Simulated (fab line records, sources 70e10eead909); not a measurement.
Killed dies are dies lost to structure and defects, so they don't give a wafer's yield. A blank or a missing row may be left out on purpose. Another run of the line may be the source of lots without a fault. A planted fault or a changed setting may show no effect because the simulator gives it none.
fab line records	flow nand_harc
[record] lots = 5	wafers = 15	last_day = 34
route steps=1302 shown A_SOURCE_PLATE@414 A_ONON_D1@424 END@1302
lots untouched by any fault: they come from a run of this same line in which no faults occurred
start_h: hours from the record's opening day to when the first of the lot's shown wafers began	wait_h: hours from the lot's prior step to this one	" the same as in the row above	L1.1+2: several wafers, shown together as one row	- either no value or no given start	* or withheld: withheld	< > ~ a bound
route shown NAME@n: NAME is a module with steps in the file, n the number in the route of the first one	usual: mean/standard deviation of fault-free wafers	same: alike in all rows	chamber/n: place in a boat	sites: readings site by site	_std_site: the values' standard deviation	_edge_site: inner sites' mean taken away from outer sites' mean	radius_mm: for every site, how far away it sits from the centre of the wafer	mask NAME#n: copy n	behind: the tool/chamber that last shaped the wafer	hold: cause of the lot's hold/its duration in hours/its outcome	device: names the non-switching transistor (n, p or np)	end of line: at the end of the route, the tests of the same wafers	step lacking rows: just its recipe	killed: not the wafer's yield, but the dies lost to structure and defects at the first sort	map: a wafer's dies, marking killed ones x, the rest . and places with no die _
set.NAME: setting as actually run; set.NAME@STEP: the setting as run at that earlier step	model.NAME: the simulator's own value behind a step, which no gauge read
lots at selected steps of the route; one table per step, one row per wafer
services: from which hour (start_h, from the record's first day; less than 0 if before it) a tool's chamber was out of use, for how many hours, and why
[[steps]]
[step NHARC_A_SOURCE_PLATE_SRD_01]
[step NHARC_A_SOURCE_PLATE_OXIDE_02]
[recipe] target_thk_a = 100	temp_c = 900	ox_time_s = 1362	material = SiO2
[step NHARC_A_SOURCE_PLATE_THK_MEAS_09]
[recipe] thk_meas_gauge = ellipsometry
[usual] thk_nm = 9.6/1.1
lot.wafer	tool	chamber	start_h	wait_h	thk_nm
L766.2	film_metro-01	-	179.43	0.4	8.2
L766.3	"	-	"	"	9.6
L766.6	"	-	"	"	7.9
L774.1	film_metro-02	-	248.68	0.4	9.2
L774.2	"	-	"	"	6.9
L774.5	"	-	"	"	11.2
L782.1	film_metro-01	-	326.71	0.4	7.4
L782.2	"	-	"	"	9.2
L782.6	"	-	"	"	9.3
L783.1	film_metro-02	-	341.34	0.4	9.3
L783.4	"	-	"	"	7.2
L783.6	"	-	"	"	11.3
L787.1	film_metro-02	-	388.06	8.8	9.8
L787.3	"	-	"	"	9.7
L787.5	"	-	"	"	9.5
[step NHARC_A_SOURCE_PLATE_PVD_04]
[recipe] target_thk_a = 500	material = WSi2
[step NHARC_A_SOURCE_PLATE_CVD_03]
[recipe] target_thk_a = 2000	temp_c = 620	pressure_mtorr = 200	time_s = 4000	material = poly-Si
[step NHARC_A_SOURCE_PLATE_ANNEAL_05]
[recipe] temp_c = 850	time_s = 1800
[step NHARC_A_SOURCE_PLATE_THK_MEAS_06]
[recipe] thk_meas_gauge = ellipsometry
[usual] thk_nm = 199.2/2.1
lot.wafer	tool	chamber	start_h	wait_h	thk_nm
L766.2	film_metro-02	-	193.58	0.4	203.6
L766.3	"	-	"	"	201.4
L766.6	"	-	"	"	201.1
L774.1	film_metro-02	-	263.14	0.4	199.4
L774.2	"	-	"	"	199.7
L774.5	"	-	"	"	198.0
L782.1	film_metro-02	-	339.71	0.4	199.1
L782.2	"	-	"	"	199.4
L782.6	"	-	"	"	198.9
L783.1	film_metro-01	-	355.52	0.4	196.7
L783.4	"	-	"	"	198.4
L783.6	"	-	"	"	199.2
L787.1	film_metro-02	-	401.82	0.4	200.5
L787.3	"	-	"	"	198.7
L787.5	"	-	"	"	198.7
[step NHARC_A_SOURCE_PLATE_INSPECT_08]
[usual] raw_defect_count = 64/27
lot.wafer	tool	chamber	start_h	wait_h	raw_defect_count
L766.2	defect_inspect-02	-	193.65	0.0	68
L766.3	"	-	"	"	65
L766.6	"	-	"	"	66
L774.1	defect_inspect-02	-	263.20	0.0	69
L774.2	"	-	"	"	40
L774.5	"	-	"	"	73
L782.1	defect_inspect-02	-	339.82	0.0	79
L782.2	"	-	"	"	94
L782.6	"	-	"	"	58
L783.1	defect_inspect-02	-	355.59	0.0	52
L783.4	"	-	"	"	29
L783.6	"	-	"	"	39
L787.1	defect_inspect-02	-	401.88	0.0	101
L787.3	"	-	"	"	69
L787.5	"	-	"	"	82
[step NHARC_A_ONON_D1_DEP_00]
[recipe] target_thk_a = 10000	n2_flow_sccm = 2750	n2o_flow_sccm = 2000	nh3_flow_sccm = 500	sih4_flow_sccm = 210	temp_c = 400
[step NHARC_A_ONON_D1_THK_MEAS_02]
[recipe] thk_meas_gauge = ellipsometry
[usual] thk_nm = 995/9
lot.wafer	tool	chamber	start_h	wait_h	thk_nm
L766.2	film_metro-02	-	194.22	-	1001
L766.3	"	-	"	"	1001
L766.6	"	-	"	"	1000
L774.1	film_metro-01	-	263.78	-	983
L774.2	"	-	"	"	983
L774.5	"	-	"	"	984
L782.1	film_metro-02	-	340.40	-	986
L782.2	"	-	"	"	987
L782.6	"	-	"	"	988
L783.1	film_metro-02	-	356.17	-	1001
L783.4	"	-	"	"	1001
L783.6	"	-	"	"	1000
L787.1	film_metro-02	-	402.46	-	1003
L787.3	"	-	"	"	1003
L787.5	"	-	"	"	1003
[step NHARC_A_ONON_D1_DEP_03]
[recipe] target_thk_a = 10000	n2_flow_sccm = 2750	n2o_flow_sccm = 2000	nh3_flow_sccm = 500	sih4_flow_sccm = 210	temp_c = 400
[usual] n2_flow_sccm = 2750/7.3
lot.wafer	tool	chamber	start_h	wait_h	n2_flow_sccm
L766.2	pecvd_onon-01	0	194.34	0.1	2755
L766.3	"	0	"	"	2760
L766.6	"	0	"	"	2743
L774.1	pecvd_onon-01	0	263.84	0.1	2760
L774.2	"	0	"	"	2745
L774.5	"	0	"	"	2748
L782.1	pecvd_onon-02	0	340.45	0.1	2746
L782.2	"	0	"	"	2746
L782.6	"	0	"	"	2744
L783.1	pecvd_onon-02	0	356.22	0.1	2762
L783.4	"	0	"	"	2747
L783.6	"	0	"	"	2757
L787.1	pecvd_onon-04	0	402.51	0.1	2752
L787.3	"	0	"	"	2751
L787.5	"	0	"	"	2748
[step NHARC_A_ONON_D1_THK_MEAS_05]
[recipe] thk_meas_gauge = ellipsometry
[usual] thk_nm = 1000/8.4
lot.wafer	tool	chamber	start_h	wait_h	thk_nm
L766.2	film_metro-02	-	194.79	-	1010
L766.3	"	-	"	"	1009
L766.6	"	-	"	"	1011
L774.1	film_metro-01	-	264.35	-	1015
L774.2	"	-	"	"	1013
L774.5	"	-	"	"	1051
L782.1	film_metro-02	-	340.96	-	997
L782.2	"	-	"	"	997
L782.6	"	-	"	"	997
L783.1	film_metro-01	-	356.74	-	988
L783.4	"	-	"	"	987
L783.6	"	-	"	"	991
L787.1	film_metro-02	-	403.03	-	997
L787.3	"	-	"	"	997
L787.5	"	-	"	"	999
[step NHARC_A_ONON_D1_DEP_06]
[recipe] target_thk_a = 10000	n2_flow_sccm = 2750	n2o_flow_sccm = 2000	nh3_flow_sccm = 500	sih4_flow_sccm = 210	temp_c = 400
[step NHARC_END_SORT_01]
[recipe] temp_c = 25
[usual] killed_at_array = 54/23	killed_at_other = 1.2/1.5	killed_at_periphery = 3.9/2.5	killed_dies = 59/23	killed_open = 3.2/1.7	killed_short = 2.4/1.6
[same] gross_dies = 677
lot.wafer	tool	chamber	start_h	wait_h	killed_at_array	killed_at_other	killed_at_periphery	killed_dies	killed_open	killed_short
L766.2	prober-02	0	588.80	2.8	26	0	7	33	2	2
L766.3	prober-02	0	589.60	3.1	26	1	6	33	3	5
L766.6	prober-02	0	592.00	4.0	31	1	3	35	2	1
L782.1	prober-02	0	748.90	2.6	73	2	3	78	3	2
L782.2	prober-02	0	749.71	2.9	58	2	6	66	5	0
L782.6	prober-02	0	752.96	4.1	71	1	0	72	1	0
// killed by level:class
L766.2 A_CHANNEL_HOLE_D2:chamber_film_flake=11 A_CONTACT:chamber_film_flake=9 P_GATE:chamber_film_flake=6 P_STI:geometric_particle:short=1 A_CHANNEL_FILL_D1:geometric_particle:short=1 A_CHANNEL_HOLE_D2:geometric_particle:open=1 A_M0:geometric_particle:open=1 A_CHANNEL_HOLE_D1:chamber_film_flake=1
L766.3 A_CONTACT:chamber_film_flake=9 P_GATE:chamber_film_flake=5 A_CHANNEL_HOLE_D2:chamber_film_flake=4 A_ZERO_WELL:chamber_film_flake=2 A_SGD_CUT:chamber_film_flake=2 P_M0:geometric_particle:short=1 A_ONON_D1:geometric_particle:short=1 A_ONON_D1:geometric_particle:open=1
L766.6 A_CHANNEL_HOLE_D2:chamber_film_flake=10 A_CONTACT:chamber_film_flake=10 A_SGD_CUT:chamber_film_flake=3 P_GATE:chamber_film_flake=2 A_CHANNEL_HOLE_D1:chamber_film_flake=2 A_CHANNEL_FILL_D2:chamber_film_flake=2 P_CONTACT:geometric_particle:open=1 A_SGD_CUT:geometric_particle:open=1
L782.1 A_CHANNEL_HOLE_D1:chamber_film_flake=27 A_CHANNEL_HOLE_D2:chamber_film_flake=25 A_CONTACT:chamber_film_flake=6 A_SLIT:chamber_film_flake=5 A_STAIRCASE:chamber_film_flake=2 HYBRID_BOND:chamber_film_flake=2 P_CONTACT:geometric_particle:open=1 A_ONON_D1:geometric_particle:short=1
L782.2 A_CHANNEL_HOLE_D1:chamber_film_flake=30 A_CHANNEL_HOLE_D2:chamber_film_flake=15 A_STAIRCASE:chamber_film_flake=5 A_CONTACT:chamber_film_flake=3 P_CONTACT:geometric_particle:open=2 P_STI:chamber_film_flake=2 P_BONDPAD:chamber_film_flake=2 THIN_TSV:chamber_film_flake=2
L782.6 A_CHANNEL_HOLE_D1:chamber_film_flake=35 A_CHANNEL_HOLE_D2:chamber_film_flake=17 A_CONTACT:chamber_film_flake=7 A_STAIRCASE:chamber_film_flake=3 A_WL_FILL:chamber_film_flake=3 A_SLIT:chamber_film_flake=2 A_CONTACT:geometric_particle:open=1 A_CHANNEL_FILL_D1:chamber_film_flake=1
[[services]]
tool	chamber	start_h	hours	kind
pecvd_onon-02	-	185.00	13.0	pm
pecvd_onon-01	-	269.06	13.0	pm
pecvd_onon-04	-	311.23	13.0	pm
pecvd_onon-02	-	366.11	13.0	pm
[[key]]
[first_sign] step = NHARC_A_ONON_D1_THK_MEAS_05	reading = thk_nm	direction = up	sigmas = 6	usual = 1000	struck = 1051
effect none on later readings
met_at NHARC_A_ONON_D1_DEP_03
struck_wafers L774.5
tester_left_out L774
onset_between 194.34 263.84
[fault] kind = process_parameter_drift	tool = pecvd_onon-01	chamber = -	onset_h = 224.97	steps = NHARC_A_ONON_D1_DEP_03	channel = target_thk_a	offset = *	shape = step	end_h = 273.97	scope = struck_wafers_only	acts_in = *	stated = *
// tester_left_out: of these lots the tester's yield and bins aren't shown, on N5 and GAA mostly nor the transistor test; their killed dies are dies lost to structure and defects alone, not to doping, threshold or leakage, so they don't give the yield
